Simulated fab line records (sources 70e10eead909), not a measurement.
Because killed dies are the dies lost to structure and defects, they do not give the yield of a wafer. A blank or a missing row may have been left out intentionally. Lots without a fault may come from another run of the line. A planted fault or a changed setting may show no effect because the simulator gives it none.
Struck lot and sound lot, side by side + flow nand-harc + 14 out of 1159 route steps
Sound: the wafers L821.2, L821.3, L821.4. Struck: wafer L835.6. (L835.3, L835.5 of the same lot were not struck and are left out.) The cause comes at the end.
Order at every step that has rows: each side's tool, ch and its chambers, its first start. Under that, the readings that differ: sound wafers + struck wafers + difference of the means + sigmas: that difference in standard deviations of wafers without a fault.
alike: a reading whose means differ by less than 2 such deviations, as well as words and numbers matching on both sides. not compared: withheld readings; readings where some wafer has no value; bounds like >300 that might hide an equal value; numbers whose values overlap and for which the record gives no deviation.
A row with sigmas, a row that says differs or no value, or rows on one side alone: a step with any of these is where the two part. Numbers that don't overlap but have no deviation are shown without sigmas and don't part them. A reading that every wafer of one side lacks parts them only if that side has two wafers or more.

first, 2 steps without rows for these wafers: NHARC_A_STAIRCASE_ETCH_15 (etches the open film in C4F8/O2, target depth 100 nm, time 40.5 s); NHARC_A_STAIRCASE_TRIM_16 (chemistry O2, time 211.2 s).
NHARC_A_STAIRCASE_ETCH_17: etches the open film in C4F8/O2, target depth 100 nm, time 40.5 s.
  sound: rie-diel-11 ch 0,1,3; struck: rie-diel-11 ch 1
  alike: oes-product-au, rf-vpp-V
  not compared: rf-hours-counter-h
then, 1 step without rows for these wafers: NHARC_A_STAIRCASE_TRIM_18 (chemistry O2, time 211.2 s).
NHARC_A_STAIRCASE_ETCH_19: etches the open film in C4F8/O2, target depth 100 nm, time 40.5 s.
  sound: rie-diel-11 ch 1,2,3; struck: rie-diel-11 ch 0
| reading               | sound             | struck | difference | sigmas |
|-----------------------|-------------------|--------|------------|--------|
| oes-product-au (a.u.) | 0.913 0.922 0.935 | 0.948  | +0.025     | +2     |
  alike: rf-vpp-V
  not compared: rf-hours-counter-h
NHARC_A_STAIRCASE_TRIM_20: chemistry O2, time 211.2 s.
  sound on rie-diel-04 ch 1,2,3, day 13 15:59; struck on rie-diel-04 ch 2, day 14 21:35
  alike: drypump-motor-current-A, oes-product-au, rf-vpp-V, run-length-s, showerhead-plenum-p-Torr, throttle-valve-pct
  not compared: rf-hours-counter-h
then, 1 step without rows for these wafers: NHARC_A_STAIRCASE_ETCH_21 (etches the open film in C4F8/O2, target depth 100 nm, time 40.5 s).
NHARC_A_STAIRCASE_TRIM_22: chemistry O2, time 211.2 s.
  sound: rie-diel-04 ch 0,1,3; struck: rie-diel-04 ch 2
| reading      | sound          | struck | difference | sigmas |
|--------------|----------------|--------|------------|--------|
| rf-vpp-V (V) | 57.4 56.8 58.2 | 59.3   | +1.8       | +2     |
  alike: drypump-motor-current-A, oes-product-au, run-length-s, showerhead-plenum-p-Torr, throttle-valve-pct
  not compared: rf-hours-counter-h
then, 1 step without rows for these wafers: NHARC_A_STAIRCASE_ETCH_23 (etches the open film in C4F8/O2, target depth 100 nm, time 40.5 s).
NHARC_A_STAIRCASE_TRIM_24: chemistry O2, time 211.2 s.
  sound: rie-diel-04 ch 0,2,3; struck: rie-diel-04 ch 1
  alike: drypump-motor-current-A, oes-product-au, rf-vpp-V, run-length-s, showerhead-plenum-p-Torr, throttle-valve-pct
  not compared: rf-hours-counter-h
then, 1 step without rows for these wafers: NHARC_A_STAIRCASE_ETCH_25 (etches the open film in C4F8/O2, target depth 100 nm, time 40.5 s).
NHARC_A_STAIRCASE_TRIM_26: chemistry O2, time 211.2 s.
  sound on rie-diel-04 ch 0,1,3, day 13 16:59; struck on rie-diel-04 ch 0, day 14 22:29
| reading                | sound                | struck | difference | sigmas      |
|------------------------|----------------------|--------|------------|-------------|
| run-length-s (s)       | 232.6 232.3 232.6    | 149.6  | -82.9      | -99 or more |
| throttle-valve-pct (%) | 17.036 17.039 17.028 | 17.017 | -0.017     | -2          |
  alike: drypump-motor-current-A, oes-product-au, rf-vpp-V, showerhead-plenum-p-Torr
  not compared: rf-hours-counter-h
then, 1 step without rows for these wafers: NHARC_A_STAIRCASE_ETCH_27 (etches the open film in C4F8/O2, target depth 100 nm, time 40.5 s).
-- jump in the record: it breaks off in module A_STAIRCASE and resumes in module END (first step shown: number 1159 of the route), and 12 days separate the struck wafers' starts before and after --
NHARC_END_SORT_01:
  sound on prober-01 ch 0, day 24 21:00; struck on prober-01 ch 0, day 26 22:40
| reading         | sound    | struck                   | difference                   | sigmas |
|-----------------|----------|--------------------------|------------------------------|--------|
| hold            | - - -    | await-dispo/6.1h/release | no value on the sound wafers |        |
| killed-at-array | 27 33 31 | 673                      | +643                         | +58    |
| killed-dies     | 29 35 32 | 675                      | +643                         | +54    |
  alike: killed-at-other, killed-at-periphery, killed-open, killed-short

== WHERE THEY PART ==
Earliest at NHARC_A_STAIRCASE_ETCH_19; latest, in this record, at NHARC_END_SORT_01.

WHY: whatever the simulator had introduced
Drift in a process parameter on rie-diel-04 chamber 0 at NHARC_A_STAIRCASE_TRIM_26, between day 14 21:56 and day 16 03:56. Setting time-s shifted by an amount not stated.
